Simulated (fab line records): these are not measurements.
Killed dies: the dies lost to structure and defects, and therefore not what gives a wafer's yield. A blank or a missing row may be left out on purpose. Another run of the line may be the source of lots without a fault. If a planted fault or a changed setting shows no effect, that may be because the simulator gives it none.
fab line records	flow nand-harc
record: lots: 5	wafers: 15	last-day: 24
route steps=1159 shown A_CONTACT@846 END@1159
lots that met no fault: taken from a fault-free run of the same line
start-h: hours from the record's first day to the start of the lot's first wafer shown	wait-h: how many hours have passed since the lot's step before this one	" identical to the entry in the row above	L1.1+2: one row covering several wafers at once	- no value, or no start was given	* or withheld: withheld	< > ~ a bound
route shown NAME@n: names a module that has steps shown in the file, with the first one's number in the route	usual: average and standard deviation across the fault-free wafers	same: alike in all rows	chamber/n: place in a boat	sites: each site's reading	_std_site: how widely they spread, as a standard deviation	_edge_site: mean of outer sites minus mean of inner sites	radius-mm: for every site, how far away it sits from the centre of the wafer	mask NAME#n: copy n	behind: the tool/chamber that last shaped the wafer	hold: why the lot was held/for how many hours/how that ended	device: which transistor (n, p or np) failed to switch	end of line: tests run on the same wafers once the route is complete	for a step that has no rows: nothing shown but its recipe	killed: dies lost to structure and defects at the first sort, not the wafer's yield	map: dies across one wafer; x = killed, . = not, _ = none there
set.NAME: setting as actually run; set.NAME@STEP: the setting as run at that earlier step	model.NAME: the simulator's own value behind a step, which no gauge read
a table for each step, a row for each wafer; lots at some steps of the route
services: the hour from which a tool's chamber was out of use, counted from the record's first day as start-h (under 0 if before that day), plus the number of hours and why
== steps ==
step: NHARC_A_CONTACT_COAT_34
recipe: temp-c: 260	time-s: 75
step: NHARC_A_CONTACT_COAT_35
recipe: temp-c: 225	time-s: 65
step: NHARC_A_CONTACT_COAT_36
recipe: spin-rpm: 1500	resist-thk-nm: 90
step: NHARC_A_CONTACT_SOFTBAKE_37
recipe: temp-c: 105	time-s: 55
step: NHARC_A_CONTACT_EBR_38
step: NHARC_A_CONTACT_EXPOSE_39
recipe: na: 1.35	sigma-outer: 0.8	dose-mj: 58.79	mask-id: A_CC_3
step: NHARC_A_CONTACT_PEB_40
recipe: peb-temp-c: 100	peb-time-s: 65
step: NHARC_A_CONTACT_DEVELOP_41
recipe: develop-time-s: 35	dev-temp-c: 23
step: NHARC_A_CONTACT_CD_MEAS_42
recipe: target-cd-nm: 200	landing-energy-ev: 500
usual: cd-nm: 200.5/0.63
lot.wafer	tool	chamber	start-h	wait-h	cd-nm
L575.1	cd-sem-03	0	366.72	-	201.3
L575.3	"	0	"	"	201.5
L575.6	"	0	"	"	200.1
L584.2	cd-sem-01	0	423.46	-	200.3
L584.5	"	0	"	"	199.6
L584.6	"	0	"	"	200.7
L587.1	cd-sem-02	0	434.16	-	199.4
L587.3	"	0	"	"	200.0
L587.6	"	0	"	"	199.6
L589.1	cd-sem-01	0	448.25	-	200.3
L589.2	"	0	"	"	200.0
L589.4	"	0	"	"	199.2
L597.3	cd-sem-02	0	502.48	-	200.3
L597.4	"	0	"	"	200.1
L597.5	"	0	"	"	201.4
step: NHARC_A_CONTACT_OVL_MEAS_43
usual: overlay-x-nm: 0.1/0.97	overlay-y-nm: 0.0/0.89
lot.wafer	tool	chamber	start-h	wait-h	overlay-x-nm	overlay-y-nm
L575.1	overlay-01	-	366.81	-	0.3	0.1
L575.3	"	-	"	"	0.0	0.5
L575.6	"	-	"	"	-0.6	0.5
L584.2	overlay-02	-	423.54	-	0.7	0.1
L584.5	"	-	"	"	1.1	0.4
L584.6	"	-	"	"	1.1	-0.1
L587.1	overlay-01	-	434.25	-	-1.0	0.0
L587.3	"	-	"	"	-0.8	0.2
L587.6	"	-	"	"	-1.6	-0.2
L589.1	overlay-01	-	448.33	-	1.4	-0.1
L589.2	"	-	"	"	1.4	-0.1
L589.4	"	-	"	"	0.9	0.0
L597.3	overlay-01	-	502.56	-	-0.6	-0.8
L597.4	"	-	"	"	-1.1	-1.4
L597.5	"	-	"	"	-1.2	-1.1
step: NHARC_A_CONTACT_INSPECT_44
usual: raw-defect-count: 28/13
lot.wafer	tool	chamber	start-h	wait-h	raw-defect-count
L575.1	defect-inspect-02	-	366.84	0.0	22
L575.3	"	-	"	"	36
L575.6	"	-	"	"	31
L584.2	defect-inspect-02	-	423.58	0.0	23
L584.5	"	-	"	"	15
L584.6	"	-	"	"	34
L587.1	defect-inspect-02	-	434.29	0.0	20
L587.3	"	-	"	"	33
L587.6	"	-	"	"	31
L589.1	defect-inspect-02	-	448.37	0.0	53
L589.2	"	-	"	"	41
L589.4	"	-	"	"	48
L597.3	defect-inspect-01	-	502.60	0.0	11
L597.4	"	-	"	"	11
L597.5	"	-	"	"	11
step: NHARC_A_CONTACT_DESCUM_47
recipe: time-s: 3	o2-flow-sccm: 200	ar-flow-sccm: 0	bias-power-w: 0	chemistry: O2
step: NHARC_A_CONTACT_ETCH_48
recipe: target-depth-a: 390	over-etch-frac: 0.3	time-s: 65	ion-energy-ev: 80	cf4-flow-sccm: 150	ar-flow-sccm: 0	rf-w: 300	bias-w: 100	chemistry: CF4
usual: bias-w: 100.01/0.29	chamber-pressure-mTorr: 50.00/0.043	drypump-motor-current-A: 5.8/0.48	oes-product-au: 1.002/0.011	rf-vpp-V: 151.0/1.3	showerhead-plenum-p-Torr: 1.75/0.079	throttle-valve-pct: 13.284/0.0085
lot.wafer	tool	chamber	start-h	wait-h	bias-w	chamber-pressure-mTorr	drypump-motor-current-A	oes-product-au	rf-hours-counter-h	rf-vpp-V	showerhead-plenum-p-Torr	throttle-valve-pct
L575.1	rie-diel-08	3	367.00	0.1	99.90	50.04	6.2	1.018	6	149.6	1.69	13.278
L575.3	"	1	"	"	99.82	49.95	6.2	0.984	12	149.1	1.73	13.289
L575.6	"	2	"	"	100.29	49.97	4.9	1.013	-	152.7	1.87	13.271
L584.2	rie-diel-08	3	423.74	0.1	99.70	49.97	6.2	1.009	16	149.9	1.69	13.292
L584.6	"	1	"	"	100.01	50.04	6.1	0.975	-	150.3	1.73	13.297
L584.5	"	2	"	"	100.03	49.99	4.9	0.995	-	153.8	1.86	13.277
L587.3	rie-diel-06	0	434.46	0.1	99.94	50.00	5.6	1.016	2	152.5	1.91	13.271
L587.1	"	1	"	"	100.68	49.96	6.3	1.002	2	151.1	1.66	13.282
L587.6	"	0	"	"	99.73	50.06	5.6	1.023	-	153.4	1.91	13.303
L589.1	rie-diel-08	2	448.52	0.1	100.16	49.98	4.9	1.011	25	152.0	1.86	13.281
L589.4	"	3	"	"	100.19	50.05	6.2	1.010	20	150.1	1.69	13.285
L589.2	"	0	"	"	100.23	50.01	6.2	1.020	23	150.2	1.71	13.285
L597.4	rie-diel-08	0	502.76	0.1	100.50	49.94	6.3	1.012	2	150.0	1.70	13.291
L597.3	"	1	"	"	100.07	50.05	6.1	0.998	1	151.2	1.72	13.290
L597.5	"	2	"	"	100.09	49.96	4.9	1.001	-	152.9	1.86	13.292
step: NHARC_A_CONTACT_ETCH_49
recipe: target-depth-a: 2600	over-etch-frac: 0.3	time-s: 475.3	ion-energy-ev: 200	n2-flow-sccm: 150	h2-flow-sccm: 150	ar-flow-sccm: 0	rf-w: 400	bias-w: 150	chemistry: N2/H2
step: NHARC_A_CONTACT_ETCH_50
recipe: target-depth-a: 847	time-s: 42.4	cf4-flow-sccm: 100	chf3-flow-sccm: 30	ar-flow-sccm: 0	rf-w: 500	bias-w: 200	chemistry: CF4/CHF3
step: NHARC_A_CONTACT_ETCH_51
recipe: target-depth-a: 36000	over-etch-frac: 0.3	time-s: 936	ion-energy-ev: 150	o2-flow-sccm: 400	cos-flow-sccm: 20	ar-flow-sccm: 0	rf-w: 500	bias-w: 300	chemistry: O2/COS
step: NHARC_A_CONTACT_ETCH_111
recipe: source-w: withheld	pressure-mtorr: 20	bias-v: withheld	time-s: 140	target-depth-a: 7000	ar-flow-sccm: withheld	c4f8-flow-sccm: withheld	o2-flow-sccm: withheld	chemistry: C4F8/O2/Ar
step: NHARC_A_CONTACT_ETCH_112
recipe: source-w: withheld	pressure-mtorr: 20	bias-v: 3000	time-s: 94	target-depth-a: 9220	ar-flow-sccm: withheld	c4f8-flow-sccm: withheld	o2-flow-sccm: withheld	chemistry: C4F8/O2/Ar
step: NHARC_A_CONTACT_ETCH_113
recipe: source-w: withheld	pressure-mtorr: 20	bias-v: 3000	time-s: 94	target-depth-a: 9220	ar-flow-sccm: withheld	c4f8-flow-sccm: withheld	o2-flow-sccm: withheld	chemistry: C4F8/O2/Ar
step: NHARC_A_CONTACT_ETCH_114
recipe: source-w: withheld	pressure-mtorr: 20	bias-v: 3000	time-s: 94	target-depth-a: 9220	ar-flow-sccm: withheld	c4f8-flow-sccm: withheld	o2-flow-sccm: withheld	chemistry: C4F8/O2/Ar
step: NHARC_A_CONTACT_ETCH_115
recipe: source-w: withheld	pressure-mtorr: 20	bias-v: 3000	time-s: 94	target-depth-a: 9220	ar-flow-sccm: withheld	c4f8-flow-sccm: withheld	o2-flow-sccm: withheld	chemistry: C4F8/O2/Ar
step: NHARC_A_CONTACT_ETCH_116
recipe: source-w: withheld	pressure-mtorr: 20	bias-v: 3000	time-s: 94	target-depth-a: 9220	ar-flow-sccm: withheld	c4f8-flow-sccm: withheld	o2-flow-sccm: withheld	chemistry: C4F8/O2/Ar
usual: chamber-pressure-mTorr: 19.998/0.018
lot.wafer	tool	chamber	start-h	wait-h	chamber-pressure-mTorr	rf-hours-counter-h
L575.1	har-cap-etch-02	1	368.75	0.1	20.009	8
L575.3	"	0	"	"	19.971	-
L575.6	"	0	"	"	19.979	-
L584.2	har-cap-etch-01	1	425.50	0.1	19.982	66
L584.5	"	1	"	"	20.026	-
L584.6	"	0	"	"	20.006	-
L587.1	har-cap-etch-01	0	436.28	0.1	20.010	68
L587.3	"	0	"	"	20.017	-
L587.6	"	1	"	"	20.024	-
L589.1	har-cap-etch-02	1	450.37	0.1	19.999	21
L589.2	"	0	"	"	19.999	21
L589.4	"	0	"	"	19.989	-
L597.4	har-cap-etch-03	0	504.54	0.1	19.992	-
L597.3	"	1	"	"	19.994	-
L597.5	"	1	"	"	19.961	-
step: NHARC_A_CONTACT_ETCH_117
recipe: source-w: withheld	pressure-mtorr: 20	bias-v: 3000	time-s: 94	target-depth-a: 9220	ar-flow-sccm: withheld	c4f8-flow-sccm: withheld	o2-flow-sccm: withheld	chemistry: C4F8/O2/Ar
step: NHARC_A_CONTACT_ETCH_118
recipe: source-w: withheld	pressure-mtorr: 20	bias-v: 3000	time-s: 94	target-depth-a: 9220	ar-flow-sccm: withheld	c4f8-flow-sccm: withheld	o2-flow-sccm: withheld	chemistry: C4F8/O2/Ar
usual: chamber-pressure-mTorr: 19.999/0.02
lot.wafer	tool	chamber	start-h	wait-h	chamber-pressure-mTorr	rf-hours-counter-h
L575.1	har-cap-etch-02	1	368.93	0.1	19.993	8
L575.3	"	0	"	"	19.989	-
L575.6	"	0	"	"	19.985	-
L584.2	har-cap-etch-01	1	425.68	0.1	20.004	66
L584.5	"	1	"	"	19.989	-
L584.6	"	0	"	"	19.995	-
L587.1	har-cap-etch-01	0	436.46	0.1	19.969	69
L587.3	"	0	"	"	19.963	-
L587.6	"	1	"	"	19.986	-
L589.1	har-cap-etch-02	1	450.55	0.1	19.981	21
L589.2	"	0	"	"	20.006	21
L589.4	"	0	"	"	19.992	-
L597.4	har-cap-etch-03	0	504.73	0.1	20.006	-
L597.3	"	1	"	"	19.991	-
L597.5	"	1	"	"	19.992	-
step: NHARC_A_CONTACT_ETCH_119
recipe: source-w: withheld	pressure-mtorr: 20	bias-v: 3000	time-s: 94	target-depth-a: 9220	ar-flow-sccm: withheld	c4f8-flow-sccm: withheld	o2-flow-sccm: withheld	chemistry: C4F8/O2/Ar
step: NHARC_A_CONTACT_ETCH_120
recipe: source-w: withheld	pressure-mtorr: 20	bias-v: 3000	time-s: 94	target-depth-a: 9220	ar-flow-sccm: withheld	c4f8-flow-sccm: withheld	o2-flow-sccm: withheld	chemistry: C4F8/O2/Ar
step: NHARC_A_CONTACT_ETCH_121
recipe: source-w: withheld	pressure-mtorr: 20	bias-v: 3000	time-s: 94	target-depth-a: 9220	ar-flow-sccm: withheld	c4f8-flow-sccm: withheld	o2-flow-sccm: withheld	chemistry: C4F8/O2/Ar
step: NHARC_A_CONTACT_ETCH_122
recipe: source-w: withheld	pressure-mtorr: 20	bias-v: 3000	time-s: 95	target-depth-a: 9300	ar-flow-sccm: withheld	c4f8-flow-sccm: withheld	o2-flow-sccm: withheld	chemistry: C4F8/O2/Ar
usual: chamber-pressure-mTorr: 20.002/0.017
lot.wafer	tool	chamber	start-h	wait-h	chamber-pressure-mTorr	rf-hours-counter-h
L575.1	har-cap-etch-02	1	369.29	0.1	19.984	8
L575.3	"	0	"	"	20.005	-
L575.6	"	0	"	"	19.995	-
L584.2	har-cap-etch-01	1	426.05	0.1	20.030	66
L584.5	"	1	"	"	20.018	-
L584.6	"	0	"	"	20.007	-
L587.1	har-cap-etch-01	0	436.83	0.1	19.986	69
L587.3	"	0	"	"	20.024	-
L587.6	"	1	"	"	19.987	-
L589.1	har-cap-etch-02	1	450.91	0.1	20.022	22
L589.2	"	0	"	"	20.027	22
L589.4	"	0	"	"	20.025	-
L597.4	har-cap-etch-03	0	505.09	0.1	19.977	-
L597.3	"	1	"	"	19.995	-
L597.5	"	1	"	"	20.009	-
step: NHARC_A_CONTACT_ETCH_123
recipe: source-w: withheld	pressure-mtorr: 20	bias-v: 400	time-s: 253	target-depth-a: 10900	ar-flow-sccm: withheld	c4f8-flow-sccm: 11.5	o2-flow-sccm: 7.2	chemistry: C4F8/O2/Ar
step: NHARC_A_CONTACT_ETCH_90
recipe: target-depth-a: 400	over-etch-frac: 0.5	time-s: 85.7	ion-energy-ev: 120	ch3f-flow-sccm: 50	o2-flow-sccm: 30	ar-flow-sccm: 200	rf-w: 500	bias-w: 100	chemistry: CH3F/O2
step: NHARC_A_CONTACT_ETCH_96
recipe: target-depth-a: 200	over-etch-frac: 0.5	time-s: 10	ion-energy-ev: 250	c4f6-flow-sccm: 25	o2-flow-sccm: 20	ar-flow-sccm: 500	rf-w: 600	bias-w: 500	chemistry: C4F6/O2
step: NHARC_A_CONTACT_CD_MEAS_53
usual: cd-nm: 189.7/0.62
lot.wafer	tool	chamber	start-h	wait-h	cd-nm
L575.1	cd-sem-01	-	370.25	-	190.4
L575.3	"	-	"	"	190.1
L575.6	"	-	"	"	190.8
L584.2	cd-sem-03	-	426.98	-	190.1
L584.5	"	-	"	"	190.7
L584.6	"	-	"	"	190.2
L587.1	cd-sem-03	-	437.77	-	189.8
L587.3	"	-	"	"	189.9
L587.6	"	-	"	"	189.7
L589.1	cd-sem-03	-	451.88	-	190.3
L589.2	"	-	"	"	189.6
L589.4	"	-	"	"	189.9
L597.3	cd-sem-02	-	505.97	-	188.5
L597.4	"	-	"	"	189.4
L597.5	"	-	"	"	188.7
step: NHARC_A_CONTACT_STRIP_99
recipe: n2-flow-sccm: 150	h2-flow-sccm: 150	ar-flow-sccm: 0	bias-w: 0	chemistry: N2/H2
step: NHARC_A_CONTACT_STRIP_100
recipe: cf4-flow-sccm: 100	chf3-flow-sccm: 30	ar-flow-sccm: 0	bias-w: 0	chemistry: CF4/CHF3
step: NHARC_A_CONTACT_STRIP_101
recipe: o2-flow-sccm: 400	cos-flow-sccm: 20	ar-flow-sccm: 0	bias-w: 0	chemistry: O2/COS
step: NHARC_A_CONTACT_ETCH_102
recipe: target-depth-a: 700	overetch-a: 70	time-s: 38.5	ion-energy-ev: 100	cf4-flow-sccm: 80	o2-flow-sccm: 20	ar-flow-sccm: 0	rf-w: 300	bias-w: 100	chemistry: CF4/O2
step: NHARC_A_CONTACT_STRIP_55
recipe: o2-flow-sccm: 500	ar-flow-sccm: 0	bias-w: 0	chemistry: O2
step: NHARC_A_CONTACT_STRIP_56
recipe: time-s: 600	temp-c: 30	chemistry: post-etch-residue-remover
step: NHARC_A_CONTACT_DEP_57
recipe: target-thk-a: 28000	temp-c: 400	material: aC
usual: throttle-valve-pct: 35.000/0.0096
lot.wafer	tool	chamber	start-h	wait-h	throttle-valve-pct
L575.1	acl-dep-02	0	373.75	-	35.008
L575.3	"	0	"	"	35.020
L575.6	"	0	"	"	34.999
L584.2	acl-dep-02	0	429.25	-	34.988
L584.5	"	0	"	"	35.010
L584.6	"	0	"	"	34.975
L587.1	acl-dep-02	0	438.85	-	34.995
L587.3	"	0	"	"	34.996
L587.6	"	0	"	"	34.984
L589.1	acl-dep-02	0	453.24	-	35.008
L589.2	"	0	"	"	35.002
L589.4	"	0	"	"	34.986
L597.3	acl-dep-01	0	508.75	-	35.015
L597.4	"	0	"	"	35.008
L597.5	"	0	"	"	34.998
step: NHARC_A_CONTACT_DEP_58
recipe: target-thk-a: 600	target-thk-nm: 60	temp-c: 400	pressure-torr: 3.5	flow-sccm: 200	rf-w: 350	material: SiON
usual: heater-power-w: 759/85
lot.wafer	tool	chamber	start-h	wait-h	heater-power-w
L575.1	pecvd-01	0	375.48	1.4	842
L575.3	"	2	"	"	773
L575.6	"	1	"	"	839
L584.2	pecvd-03	2	430.89	1.4	749
L584.5	"	0	"	"	659
L584.6	"	2	"	"	775
L587.1	pecvd-01	1	440.63	1.5	869
L587.3	"	0	"	"	870
L587.6	"	1	"	"	855
L589.2	pecvd-01	2	455.00	1.2	732
L589.1	"	1	"	"	953
L589.4	"	2	"	"	720
L597.3	pecvd-04	0	509.98	0.9	772
L597.5	"	1	"	"	654
L597.4	"	2	"	"	671
step: NHARC_A_CONTACT_DEHYDRATE_59
recipe: temp-c: 150	time-s: 120
step: NHARC_A_CONTACT_HMDS_60
recipe: time-s: 30
step: NHARC_END_SORT_01
recipe: temp-c: 25
usual: killed-at-array: 28/11	killed-at-other: 0.7/1.1	killed-at-periphery: 2.9/2	killed-dies: 32/11	killed-open: 3.2/1.8	killed-short: 2.0/1.4
same: gross-dies: 677
lot.wafer	tool	chamber	start-h	wait-h	killed-at-array	killed-at-other	killed-at-periphery	killed-dies	killed-open	killed-short
L584.2	prober-01	0	493.25	2.8	24	0	4	28	4	2
L584.5	prober-01	0	495.65	3.7	16	1	4	21	4	1
L584.6	prober-01	0	496.45	4.0	29	0	2	31	2	3
L587.1	prober-01	0	508.08	2.5	29	0	2	31	8	2
L587.3	prober-01	0	509.67	3.1	33	1	3	37	4	1
L587.6	prober-01	0	512.05	4.0	34	0	4	38	5	2
L597.5	prober-02	0	573.05	3.7	108	0	4	112	4	2
killed by level:class
L584.2 A_SLIT:chamber-film-flake=8 A_CHANNEL_HOLE_D1:chamber-film-flake=6 P_ZERO_WELL:chamber-film-flake=3 A_CHANNEL_FILL_D1:chamber-film-flake=2 A_WL_FILL:chamber-film-flake=2 P_M0:geometric-particle:short=1 A_CHANNEL_FILL_D1:geometric-particle:short=1 A_CHANNEL_FILL_D1:geometric-particle:open=1
L584.5 A_SLIT:chamber-film-flake=8 A_STAIRCASE:chamber-film-flake=3 A_CONTACT:geometric-particle:open=2 P_ZERO_WELL:chamber-film-flake=2 P_STI:geometric-particle:open=1 A_CONTACT:geometric-particle:short=1 STARTING-WAFER:geometric-particle:open=1 P_GATE:chamber-film-flake=1
L584.6 A_SLIT:chamber-film-flake=14 A_STAIRCASE:chamber-film-flake=4 A_CHANNEL_HOLE_D1:chamber-film-flake=4 P_M0:geometric-particle:short=1 A_CHANNEL_FILL_D1:geometric-particle:open=1 A_STAIRCASE:geometric-particle:short=1 A_WL_FILL:geometric-particle:short=1 A_CONTACT:geometric-particle:open=1
L587.1 A_SLIT:chamber-film-flake=9 A_CHANNEL_HOLE_D1:chamber-film-flake=5 A_ONON_D1:geometric-particle:open=4 A_CONTACT:chamber-film-flake=3 A_ONON_D1:geometric-particle:short=2 A_CONTACT:geometric-particle:open=2 A_STAIRCASE:chamber-film-flake=2 P_GATE:geometric-particle:open=1
L587.3 A_SLIT:chamber-film-flake=15 A_CONTACT:chamber-film-flake=4 A_STAIRCASE:chamber-film-flake=3 A_CHANNEL_HOLE_D1:chamber-film-flake=2 A_CONTACT:geometric-particle:open=2 A_WL_FILL:chamber-film-flake=2 A_M1:chamber-film-flake=2 P_M1:geometric-particle:open=1
L587.6 A_SLIT:chamber-film-flake=13 A_CHANNEL_HOLE_D1:chamber-film-flake=6 A_CONTACT:chamber-film-flake=6 A_STAIRCASE:chamber-film-flake=3 P_M0:geometric-particle:open=1 P_M1:geometric-particle:short=1 A_ONON_D1:geometric-particle:open=1 A_SGD_CUT:geometric-particle:open=1
L597.5 A_CONTACT:unspecified=91 A_CHANNEL_HOLE_D1:chamber-film-flake=5 A_STAIRCASE:chamber-film-flake=3 A_CONTACT:chamber-film-flake=3 P_ZERO_WELL:chamber-film-flake=2 P_GATE:chamber-film-flake=2 A_SOURCE_PLATE:geometric-particle:short=1 A_SOURCE_PLATE:geometric-particle:open=1
map L597.5 (x killed, . not)
____________.____________
_________......._________
_______..........._______
______.xx...x......______
_____xx.x..........._____
____.xxxxx...........____
____.xxxxxx..........____
___xxxxxxxxx..........___
___xxxxxxxxx.x........___
__.x.xxxxxxx...........__
__.xxxxxxxxx...........__
_...xxxxxxxx............_
_...xxxxxxx............._
_..xxxxxxxx............._
_....xxxxxx.x..........._
_....xx.xx.............._
....xx...x...............
......xx..x..x...........
......x..................
........x..............x.
................x........
_......................._
_................x......_
_......................._
_......................._
_......................._
__x....................__
__...x.................__
___...............x...___
___...................___
____..x....x......xx.____
____...............xx____
_____............x.._____
______......x......______
_______.....x....._______
_________.x....._________
____________.____________
map L584.6 (x killed, . not)
____________.____________
_________......._________
_______.........x._______
______.............______
_____..............._____
____...........x.....____
____.................____
___...................___
___...................___
__..................x..__
__.................x..x__
_......................._
_.............x...x....._
_......................._
_......................._
_......................._
.........................
...........x.............
x........................
.................x.......
....x....................
_......................._
_...x.x.x.......x......._
_......................._
_......................._
_......................._
__.....................__
__.....................__
___....x.......x.x.xx.___
___..............x..x.___
____.............x.xx____
____.............xxxx____
_____.............x._____
______............x______
_______..........._______
_________......._________
____________.____________
== services ==
tool	chamber	start-h	hours	kind
rie-diel-08	0	346.69	9.6	repair
acl-dep-02	-	350.88	13.0	pm
rie-diel-08	0	359.86	-	clean
rie-diel-08	1	359.86	-	clean
rie-diel-08	2	359.86	-	clean
rie-diel-08	3	359.86	-	clean
pecvd-04	-	376.32	13.0	pm
rie-diel-08	0	384.36	-	clean
rie-diel-08	1	384.36	-	clean
rie-diel-08	2	384.36	-	clean
rie-diel-08	3	384.36	-	clean
rie-diel-08	2	384.74	5.2	repair
har-cap-etch-02	-	407.79	0.4	repair
rie-diel-08	0	408.96	-	clean
pecvd-01	-	418.00	13.0	pm
rie-diel-06	-	419.80	9.0	pm
pecvd-01	1	457.64	9.6	repair
rie-diel-06	1	467.15	1.4	repair
pecvd-03	-	473.31	13.0	pm
acl-dep-01	-	475.61	13.0	pm
rie-diel-08	-	478.86	9.0	pm
rie-diel-06	1	498.91	4.0	repair
pecvd-01	1	499.41	4.8	repair
rie-diel-08	-	504.61	0.9	repair
== key ==
first-sign: step: NHARC_END_SORT_01	reading: killed-at-array	direction: up	sigmas: 7.3	usual: 28	struck: 108
effect: step: NHARC_END_SORT_01	reading: killed-dies	direction: up	sigmas: 7	usual: 32	struck: 112
more-kills-born-at: NHARC_A_CONTACT_ETCH_48@rie-diel-08: 91
met-at NHARC_A_CONTACT_ETCH_48
struck-wafers L597.5
tester-left-out L597
onset-between 448.52 502.76
fault: kind: chamber-particle-source	tool: rie-diel-08	chamber: 2	onset-h: 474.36	steps: NHARC_A_CONTACT_ETCH_48	rate-per-visit-cm2: 0.80955	end-h: 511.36
tester-left-out: of these lots the tester's yield and bins aren't shown, on N5 and GAA mostly nor the transistor test; their killed dies are dies lost to structure and defects alone, not to doping, threshold or leakage, so they don't give the yield
